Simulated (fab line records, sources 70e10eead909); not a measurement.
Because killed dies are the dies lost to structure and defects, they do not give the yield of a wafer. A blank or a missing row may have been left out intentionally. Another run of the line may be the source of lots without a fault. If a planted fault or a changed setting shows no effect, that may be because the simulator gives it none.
fab line records    flow nandHarc
record lots=13  wafers=39  lastDay=33
route steps=1302 shown A_DECK1_JOINT@530 THIN_TSV@1271 END@1302
lots that met no fault: from a run of the same line without faults
startH: the number of hours between the record's first day and the start of the first shown wafer of the lot    waitH: hours from the lot's prior step to this one    " repeats the value in the row above    L1.1+2: a single row standing in for several wafers    - no value, or no start given    * or withheld: withheld    < > ~ a bound
route shown NAME@n: NAME is a module with steps in the file, n the number in the route of the first one    usual: mean/standard deviation of fault-free wafers    same: alike in all rows    chamber/n: place in a boat    sites: the reading at each site    _std_site: standard deviation of those values    _edge_site: inner sites' mean taken away from outer sites' mean    radiusMm: how far each site lies from the wafer's centre    mask NAME#n: copy n    behind: the last tool/chamber to shape the wafer    hold: reason for holding the lot/hours on hold/outcome of the hold    device: names the non-switching transistor (n, p or np)    end of line: tests of these same wafers at the route's end    step lacking rows: just its recipe    killed: not the wafer's yield, but the dies lost to structure and defects at the first sort    map: a wafer's dies, marking killed ones x, the rest . and places with no die _
set.NAME: the run value of the setting; set.NAME@STEP: its run value at that earlier step    model.NAME: the simulator's own value behind a step, which no gauge read
a sample of lots followed through the steps of the route, with each step as a table and each wafer as a row
services: when a tool's chamber went out of use (startH, in hours from the record's first day, below 0 if earlier), for how many hours, and the reason
## steps
# step NHARC_A_DECK1_JOINT_ETCHBACK_00
# recipe targetDepthA=300  timeS=17.4  hbrFlowSccm=150  rfW=350  icpW=350  biasW=60  chemistry=HBr
# usual biasW=59.99/0.16  drypumpMotorCurrentA=5.9/0.41  oesProductAu=1.001/0.0078  throttleValvePct=23.267/0.0091
lot.wafer  tool      chamber  startH  waitH  biasW  drypumpMotorCurrentA  oesProductAu  rfHoursCounterH  throttleValvePct
L584.2     rieSi-01  0        272.63  0.1    59.91  5.8                   0.994         0.35             23.276
L584.3     "         1        "       "      59.81  6.5                   0.997         0.43             23.265
L584.1     "         2        "       "      60.14  5.7                   0.995         0.44             23.256
L586.3     rieSi-03  3        285.89  0.1    59.83  5.9                   1.005         0.40             23.276
L586.4     "         0        "       "      59.97  5.0                   0.998         0.42             23.264
L586.6     "         3        "       "      59.73  5.9                   1.016         -                23.266
L585.2     rieSi-06  1        285.93  0.1    60.08  5.8                   1.002         0.26             23.258
L585.1     "         3        "       "      60.00  6.5                   0.996         0.13             23.261
L585.5     "         1        "       "      60.07  5.8                   1.002         -                23.248
L587.4     rieSi-03  0        293.25  0.1    59.90  5.0                   1.002         0.46             23.262
L587.1     "         1        "       "      59.96  5.8                   1.003         0.44             23.259
L587.3     "         2        "       "      59.96  5.7                   0.998         0.42             23.266
L591.4     rieSi-01  0        333.45  0.1    59.84  5.8                   0.987         0.84             23.277
L591.3     "         1        "       "      60.24  6.5                   0.996         0.88             23.255
L591.2     "         2        "       "      60.11  5.7                   1.003         0.77             23.265
L595.4     rieSi-06  2        373.92  0.1    59.96  6.2                   1.012         0.65             23.269
L595.3     "         3        "       "      59.96  6.6                   1.013         0.58             23.276
L595.6     "         1        "       "      59.81  5.8                   1.007         -                23.259
L596.2     rieSi-06  0        391.88  0.1    60.17  5.9                   0.999         0.74             23.261
L596.3     "         1        "       "      59.85  5.8                   0.995         0.80             23.271
L596.5     "         0        "       "      60.14  5.9                   1.001         -                23.285
L599.2     rieSi-01  0        407.86  0.1    59.70  5.8                   1.002         0.20             23.275
L599.6     "         2        "       "      60.27  5.7                   1.011         -                23.279
L599.5     "         3        "       "      59.76  6.4                   0.997         -                23.268
L600.2     rieSi-03  0        427.06  0.1    59.88  5.0                   1.003         0.20             23.258
L600.4     "         3        "       "      60.10  5.9                   1.002         0.18             23.276
L600.5     "         1        "       "      60.27  5.8                   0.993         -                23.257
L602.3     rieSi-01  2        451.07  0.1    60.18  5.7                   1.008         0.54             23.254
L602.1     "         3        "       "      60.13  6.4                   0.998         0.54             23.272
L602.5     "         1        "       "      60.32  6.5                   0.995         -                23.261
L603.4     rieSi-03  0        454.85  0.1    59.80  5.0                   0.994         0.40             23.276
L603.5     "         0        "       "      59.73  5.0                   0.996         -                23.265
L603.6     "         1        "       "      59.99  5.8                   0.989         -                23.274
L604.2     rieSi-06  3        467.43  0.1    60.04  6.6                   0.998         0.19             23.266
L604.1     "         0        "       "      59.95  5.9                   0.987         0.25             23.253
L604.4     "         2        "       "      60.25  6.2                   0.990         0.22             23.283
L605.1     rieSi-01  3        477.38  0.1    60.03  6.4                   0.991         0.78             23.263
L605.3     "         2        "       "      59.88  5.7                   0.999         0.73             23.268
L605.5     "         3        "       "      60.02  6.4                   1.003         -                23.257
# step NHARC_THIN_TSV_PRE_CLEAN_50
# recipe timeS=30  tempC=280  gas=H2/He
# usual heaterPowerW=412/50
lot.wafer  tool           chamber  startH  waitH  heaterPowerW
L584.1     pvdSputter-02  -        -       -      346
L584.3     "              -        "       "      400
L584.2     "              -        "       "      404
L585.2     pvdSputter-03  -        -       -      401
L585.1     "              -        "       "      473
L585.5     "              -        "       "      422
L586.4     pvdSputter-01  -        -       -      452
L586.3     "              -        "       "      363
L586.6     "              -        "       "      383
L587.4     pvdSputter-03  -        -       -      347
L587.1     "              -        "       "      409
L587.3     "              -        "       "      425
L591.4     pvdSputter-03  -        -       -      340
L591.3     "              -        "       "      390
L591.2     "              -        "       "      428
L595.3     pvdSputter-02  -        -       -      501
L595.4     "              -        "       "      406
L595.6     "              -        "       "      503
L596.3     pvdSputter-03  -        -       -      438
L596.2     "              -        "       "      463
L596.5     "              -        "       "      405
L599.2     pvdSputter-01  -        -       -      446
L599.6     "              -        "       "      454
L599.5     "              -        "       "      393
L600.2     pvdSputter-02  -        -       -      410
L600.4     "              -        "       "      364
L600.5     "              -        "       "      409
L604.2     pvdSputter-02  -        -       -      365
L604.4     "              -        "       "      414
L604.1     "              -        "       "      412
L603.4     pvdSputter-02  -        -       -      409
L603.6     "              -        "       "      374
L603.5     "              -        "       "      506
L605.1     pvdSputter-02  -        -       -      411
L605.3     "              -        "       "      505
L605.5     "              -        "       "      399
L602.1     pvdSputter-03  -        -       -      338
L602.3     "              -        "       "      418
L602.5     "              -        "       "      336
# step NHARC_THIN_TSV_ETCH_36
# recipe targetDepthA=650  overEtchFrac=0.3  timeS=18.571  ionEnergyEv=150  chemistry=Cl2/BCl3
# usual drypumpMotorCurrentA=5.6/0.41  oesProductAu=0.999/0.0073
lot.wafer  tool         chamber  startH  waitH  drypumpMotorCurrentA  oesProductAu  rfHoursCounterH
L584.2     rieMetal-02  1        568.52  0.2    5.3                   1.005         1.7
L584.1     "            0        "       "      5.7                   0.991         1.7
L584.3     "            1        "       "      5.3                   1.010         -
L585.2     rieMetal-03  1        587.45  0.2    5.1                   0.988         1.1
L585.1     "            0        "       "      6.2                   0.985         1.1
L585.5     "            1        "       "      5.1                   0.994         -
L586.4     rieMetal-02  1        595.75  0.2    5.3                   0.997         -
L586.3     "            0        "       "      5.7                   1.003         -
L586.6     "            1        "       "      5.3                   1.011         -
L587.1     rieMetal-02  1        608.47  0.2    5.3                   1.000         2.6
L587.3     "            0        "       "      5.7                   1.000         -
L587.4     "            1        "       "      5.3                   1.000         -
L591.2     rieMetal-03  1        636.08  0.2    5.1                   0.994         1.9
L591.3     "            0        "       "      6.3                   1.006         -
L591.4     "            1        "       "      5.1                   1.014         -
L595.3     rieMetal-03  1        688.32  0.2    5.1                   0.999         -
L595.4     "            0        "       "      6.3                   0.995         -
L595.6     "            0        "       "      6.2                   0.990         -
L596.2     rieMetal-03  1        691.71  0.2    5.1                   0.996         3.1
L596.3     "            1        "       "      5.1                   1.002         -
L596.5     "            1        "       "      5.1                   1.003         -
L599.2     rieMetal-01  1        718.98  0.2    6.0                   0.992         2.6
L599.5     "            0        "       "      5.5                   1.007         -
L599.6     "            1        "       "      6.0                   1.004         -
L600.2     rieMetal-02  1        753.23  0.3    5.3                   0.995         -
L600.4     "            1        "       "      5.3                   0.995         -
L600.5     "            1        "       "      5.3                   0.998         -
L604.1     rieMetal-01  0        763.55  0.2    5.5                   1.004         0.2
L604.2     "            1        "       "      5.9                   1.019         0.2
L604.4     "            1        "       "      5.9                   1.001         -
L603.4     rieMetal-03  1        764.87  0.1    5.1                   0.999         -
L603.6     "            0        "       "      6.2                   0.996         -
L603.5     "            1        "       "      5.1                   0.996         -
L605.1     rieMetal-03  0        771.34  0.2    6.2                   1.004         1.6
L605.3     "            1        "       "      5.1                   0.996         -
L605.5     "            1        "       "      5.1                   0.989         -
L602.1     rieMetal-01  0        772.56  0.2    5.5                   1.007         0.7
L602.3     "            1        "       "      5.9                   1.007         -
L602.5     "            0        "       "      5.5                   1.008         -
# step NHARC_THIN_TSV_STRIP_56
# recipe powerW=1500  tempC=250  chemistry=O2
# usual drypumpMotorCurrentA=5.6/0.38  heaterPowerW=369/16
lot.wafer  tool            chamber  startH  waitH  drypumpMotorCurrentA  heaterPowerW  rfHoursCounterH
L584.2     plasmaAsher-01  1        568.62  0.1    5.9                   354           11
L584.1     "               0        "       "      5.5                   375           11
L584.3     "               0        "       "      5.5                   377           -
L585.2     plasmaAsher-02  0        587.55  0.1    6.0                   360           29
L585.1     "               1        "       "      5.0                   389           29
L585.5     "               0        "       "      6.0                   363           -
L586.4     plasmaAsher-01  1        595.93  0.2    5.9                   342           -
L586.3     "               0        "       "      5.5                   371           -
L586.6     "               1        "       "      5.9                   349           -
L587.1     plasmaAsher-01  0        608.56  0.1    5.5                   379           21
L587.3     "               0        "       "      5.5                   379           -
L587.4     "               1        "       "      5.9                   345           -
L591.2     plasmaAsher-02  1        636.21  0.1    5.0                   393           3
L591.4     "               0        "       "      6.0                   379           -
L591.3     "               1        "       "      5.0                   392           -
L595.4     plasmaAsher-01  0        688.50  0.2    5.5                   359           -
L595.3     "               1        "       "      5.9                   350           -
L595.6     "               1        "       "      5.9                   336           -
L596.2     plasmaAsher-01  1        691.88  0.2    5.9                   345           38
L596.3     "               1        "       "      5.9                   345           -
L596.5     "               1        "       "      5.9                   344           -
L599.2     plasmaAsher-01  0        719.07  0.1    5.5                   354           2
L599.5     "               0        "       "      5.5                   376           -
L599.6     "               1        "       "      5.9                   356           -
L600.2     plasmaAsher-01  0        753.40  0.2    5.5                   363           9
L600.4     "               0        "       "      5.5                   369           -
L600.5     "               1        "       "      5.9                   362           -
L604.2     plasmaAsher-01  1        763.65  0.1    5.9                   355           11
L604.1     "               0        "       "      5.5                   378           11
L604.4     "               0        "       "      5.5                   362           -
L603.4     plasmaAsher-02  1        765.04  0.2    5.0                   392           -
L603.6     "               1        "       "      5.0                   386           -
L603.5     "               0        "       "      6.0                   377           -
L605.1     plasmaAsher-02  1        771.44  0.1    5.0                   395           34
L605.3     "               1        "       "      5.0                   396           -
L605.5     "               1        "       "      5.0                   388           -
L602.1     plasmaAsher-01  0        772.66  0.1    5.4                   375           14
L602.3     "               0        "       "      5.5                   366           -
L602.5     "               1        "       "      5.9                   364           -
# step NHARC_END_SORT_01
# recipe tempC=25
# usual killedAtArray=59/19  killedAtOther=0.6/0.85  killedAtPeriphery=3.8/2.5  killedDies=64/19  killedOpen=3.3/1.8  killedShort=2.2/1.6
# same grossDies=677
lot.wafer  tool       chamber  startH  waitH  killedAtArray  killedAtOther  killedAtPeriphery  killedDies  killedOpen  killedShort
L595.3     prober-02  0        700.93  5.5    145            0              3                  148         4           1
L595.4     prober-02  0        701.73  5.8    153            0              1                  154         5           2
L595.6     prober-02  0        703.35  6.4    171            0              4                  175         3           3
L596.2     prober-02  0        707.96  2.8    143            0              2                  145         3           2
L596.3     prober-02  0        708.76  3.1    147            0              2                  149         2           0
L596.5     prober-02  0        710.38  3.7    138            0              2                  140         1           1
L599.2     prober-01  0        728.35  2.8    77             3              2                  82          2           2
L599.5     prober-01  0        730.71  3.7    72             1              0                  73          2           0
L599.6     prober-01  0        731.50  3.9    71             1              4                  76          1           0
L600.2     prober-01  0        762.55  2.8    56             0              9                  65          4           3
L600.4     prober-01  0        764.15  3.4    73             0              3                  76          2           4
L600.5     prober-01  0        764.94  3.7    73             1              6                  80          4           3
# killed by level:class
L595.3 A_DECK1_JOINT:unspecified=62 A_CHANNEL_HOLE_D1:chamberFilmFlake=32 A_SLIT:chamberFilmFlake=29 A_CHANNEL_HOLE_D2:chamberFilmFlake=12 A_CONTACT:chamberFilmFlake=3 A_CHANNEL_FILL_D2:geometricParticle:open=2 A_WL_FILL:chamberFilmFlake=2 P_CONTACT:geometricParticle:open=1
L595.4 A_DECK1_JOINT:unspecified=95 A_SLIT:chamberFilmFlake=24 A_CHANNEL_HOLE_D2:chamberFilmFlake=11 A_CHANNEL_HOLE_D1:chamberFilmFlake=10 A_CONTACT:chamberFilmFlake=3 A_ONON_D1:geometricParticle:short=2 A_CHANNEL_FILL_D1:geometricParticle:open=2 A_BONDPAD:chamberFilmFlake=2
L595.6 A_DECK1_JOINT:unspecified=101 A_SLIT:chamberFilmFlake=28 A_CHANNEL_HOLE_D1:chamberFilmFlake=17 A_CHANNEL_HOLE_D2:chamberFilmFlake=10 A_CONTACT:chamberFilmFlake=5 A_BONDPAD:chamberFilmFlake=3 P_M1:chamberFilmFlake=2 A_WL_FILL:chamberFilmFlake=2
L596.2 A_DECK1_JOINT:unspecified=105 A_CHANNEL_HOLE_D2:chamberFilmFlake=13 A_CHANNEL_HOLE_D1:chamberFilmFlake=10 A_CONTACT:chamberFilmFlake=6 A_ONON_D1:geometricParticle:short=1 A_CHANNEL_FILL_D1:geometricParticle:open=1 A_ONON_D2:geometricParticle:open=1 A_CHANNEL_FILL_D2:geometricParticle:short=1
L596.3 A_DECK1_JOINT:unspecified=111 A_CHANNEL_HOLE_D2:chamberFilmFlake=18 A_CHANNEL_HOLE_D1:chamberFilmFlake=9 A_CONTACT:chamberFilmFlake=4 A_ONON_D1:geometricParticle:open=1 A_CONTACT:geometricParticle:open=1 P_STI:chamberFilmFlake=1 P_M0:chamberFilmFlake=1
L596.5 A_DECK1_JOINT:unspecified=110 A_CHANNEL_HOLE_D2:chamberFilmFlake=14 A_CHANNEL_HOLE_D1:chamberFilmFlake=5 A_SLIT:chamberFilmFlake=2 A_ONON_D2:geometricParticle:short=1 A_CHANNEL_FILL_D2:geometricParticle:open=1 P_ZERO_WELL:chamberFilmFlake=1 P_M0:chamberFilmFlake=1
L599.2 A_CHANNEL_HOLE_D1:chamberFilmFlake=35 A_CHANNEL_HOLE_D2:chamberFilmFlake=21 A_SGD_CUT:chamberFilmFlake=6 A_STAIRCASE:chamberFilmFlake=3 A_CONTACT:chamberFilmFlake=3 THIN_TSV:chamberFilmFlake=3 A_SLIT:chamberFilmFlake=2 A_CHANNEL_FILL_D2:chamberFilmFlake=2
L599.5 A_CHANNEL_HOLE_D1:chamberFilmFlake=29 A_CHANNEL_HOLE_D2:chamberFilmFlake=19 A_SLIT:chamberFilmFlake=6 A_WL_FILL:chamberFilmFlake=5 A_SGD_CUT:chamberFilmFlake=4 A_CONTACT:chamberFilmFlake=3 A_STAIRCASE:chamberFilmFlake=2 A_CHANNEL_HOLE_D2:geometricParticle:open=1
L599.6 A_CHANNEL_HOLE_D1:chamberFilmFlake=25 A_CHANNEL_HOLE_D2:chamberFilmFlake=22 P_ZERO_WELL:chamberFilmFlake=4 A_SGD_CUT:chamberFilmFlake=4 A_CONTACT:chamberFilmFlake=4 A_CHANNEL_FILL_D2:chamberFilmFlake=3 A_SLIT:chamberFilmFlake=3 A_ZERO_WELL:chamberFilmFlake=2
L600.2 A_SLIT:chamberFilmFlake=27 A_CHANNEL_HOLE_D1:chamberFilmFlake=18 A_ZERO_WELL:chamberFilmFlake=3 P_STI:chamberFilmFlake=2 P_GATE:chamberFilmFlake=2 A_STAIRCASE:chamberFilmFlake=2 P_CONTACT:geometricParticle:short=1 P_CONTACT:geometricParticle:open=1
L600.4 A_SLIT:chamberFilmFlake=33 A_CHANNEL_HOLE_D1:chamberFilmFlake=24 P_GATE:chamberFilmFlake=3 A_WL_FILL:chamberFilmFlake=3 A_CONTACT:chamberFilmFlake=3 A_ONON_D2:geometricParticle:short=2 A_DECK1_JOINT:chamberFilmFlake=2 A_STAIRCASE:chamberFilmFlake=2
L600.5 A_SLIT:chamberFilmFlake=36 A_CHANNEL_HOLE_D1:chamberFilmFlake=22 A_CONTACT:chamberFilmFlake=7 P_GATE:chamberFilmFlake=4 P_M1:geometricParticle:open=1 A_ONON_D1:geometricParticle:open=1 A_CHANNEL_FILL_D1:geometricParticle:short=1 A_WL_FILL:geometricParticle:short=1
## services
tool            chamber  startH  hours  kind
rieSi-01        -        263.13  0.6    repair
pvdSputter-02   -        282.00  10.0   pm
rieSi-01        -        294.89  2.6    repair
rieSi-01        2        314.52  11.0   repair
pvdSputter-03   -        320.54  1.9    repair
rieMetal-03     -        342.00  9.0    pm
plasmaAsher-01  -        342.08  9.0    pm
pvdSputter-02   -        366.38  2.8    repair
rieSi-01        -        370.00  9.0    pm
pvdSputter-03   -        383.36  10.0   pm
rieMetal-03     -        436.48  0.1    repair
rieMetal-03     0        444.64  64.7   repair
pvdSputter-02   -        460.00  10.0   pm
pvdSputter-02   -        489.51  2.3    repair
rieSi-01        0        512.46  2.8    repair
rieMetal-03     -        519.00  9.0    pm
plasmaAsher-01  -        519.08  9.0    pm
plasmaAsher-01  -        541.54  7.6    repair
rieSi-01        -        547.00  9.0    pm
pvdSputter-02   -        638.00  10.0   pm
plasmaAsher-01  -        672.40  1.4    repair
pvdSputter-02   -        678.02  1.4    repair
rieMetal-03     -        696.00  9.0    pm
plasmaAsher-01  -        696.08  9.0    pm
## key
firstSign step=NHARC_END_SORT_01  reading=killedAtArray  direction=up  sigmas=4.8  usual=59  struck=150
effect step=NHARC_END_SORT_01  reading=killedDies  direction=up  sigmas=4.7  usual=64  struck=152
moreKillsBornAt NHARC_A_DECK1_JOINT_ETCHBACK_00@rieSi-06=581
metAt NHARC_A_DECK1_JOINT_ETCHBACK_00
struckLots L595,L596
testerLeftOut L595,L596
notActingAt NHARC_THIN_TSV_PRE_CLEAN_50,NHARC_THIN_TSV_ETCH_36,NHARC_THIN_TSV_STRIP_56
onsetBetween 285.93 373.92
fault kind=chamberParticleSource  tool=rieSi-06  chamber=-  onsetH=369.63  steps=NHARC_A_DECK1_JOINT_ETCHBACK_00  ratePerVisitCm2=2.1997  endH=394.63
# testerLeftOut: of these lots the tester's yield and bins aren't shown, on N5 and GAA mostly nor the transistor test; their killed dies are dies lost to structure and defects alone, not to doping, threshold or leakage, so they don't give the yield
